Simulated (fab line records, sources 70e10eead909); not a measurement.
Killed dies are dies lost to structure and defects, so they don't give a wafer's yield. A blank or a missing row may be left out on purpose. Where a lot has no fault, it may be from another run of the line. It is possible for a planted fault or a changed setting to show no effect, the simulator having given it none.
Chamber matching | flow nand harc | NHARC_A_M1_DEP_33 on pecvd-02 has 3 sister chambers
The step deposits SiCN, target thk 30 nm. 24 wafers are shown with their chamber, then 12 later ones without.

== WAFERS, EACH WITH ITS CHAMBER ==
wafer  | chamber | heater power w (W)
L074.2 | 1       | 462
L074.5 | 0       | 513
L074.6 | 2       | 548
L081.2 | 2       | 590
L081.3 | 1       | 539
L081.5 | 0       | 458
L084.1 | 0       | 490
L084.3 | 1       | 535
L084.5 | 1       | 548
L085.2 | 1       | 537
L085.4 | 1       | 529
L085.6 | 2       | 621
L088.1 | 0       | 499
L088.2 | 1       | 489
L088.5 | 1       | 498
L087.2 | 0       | 527
L087.4 | 2       | 620
L087.6 | 1       | 521
L089.4 | 1       | 542
L089.5 | 0       | 471
L089.6 | 2       | 618
L090.1 | 2       | 590
L090.4 | 0       | 548
L090.5 | 1       | 557

SIGNATURES (averages over the wafers above)
reading        | chamber 0 | chamber 1 | chamber 2 | scatter within a chamber
heater power w | 500.86    | 523.36    | 597.83    | 29.5
Rule: for a wafer and a chamber, the distance is found by dividing, reading by reading, the gap between the wafer's reading and the chamber's mean by the reading's scatter, squaring, summing and taking the root. The wafer belongs to the nearest chamber; if the next one is less than 2 further off, it can't be placed. The scatter: take each reading less its chamber's mean, square it, sum over the shown wafers, divide by the number of wafers less the number of chambers, and take the root.

== WAFERS MISSING THEIR CHAMBER ==
wafer  | heater power w (W)
L091.1 | 568
L091.4 | 554
L091.5 | 507
L092.1 | 464
L092.2 | 540
L092.6 | 463
L095.2 | 532
L095.3 | 510
L095.6 | 527
L097.3 | 503
L097.4 | 507
L097.6 | 468

== EACH ONE'S CHAMBER ==
wafer  | from the rows above          | in truth
L091.1 | can't be placed: 2 or 1 or 0 | 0
L091.4 | can't be placed: 1 or 2 or 0 | 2
L091.5 | can't be placed: 0 or 1      | 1
L092.1 | can't be placed: 0 or 1      | 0
L092.2 | can't be placed: 1 or 0 or 2 | 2
L092.6 | can't be placed: 0 or 1      | 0
L095.2 | can't be placed: 1 or 0 or 2 | 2
L095.3 | can't be placed: 0 or 1      | 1
L095.6 | can't be placed: 1 or 0      | 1
L097.3 | can't be placed: 0 or 1      | 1
L097.4 | can't be placed: 0 or 1      | 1
L097.6 | can't be placed: 0 or 1      | 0
Placed correctly: 0 of 12. These rows do not allow placing 12 (true chamber among the candidates in 12). 0 placed wrongly.
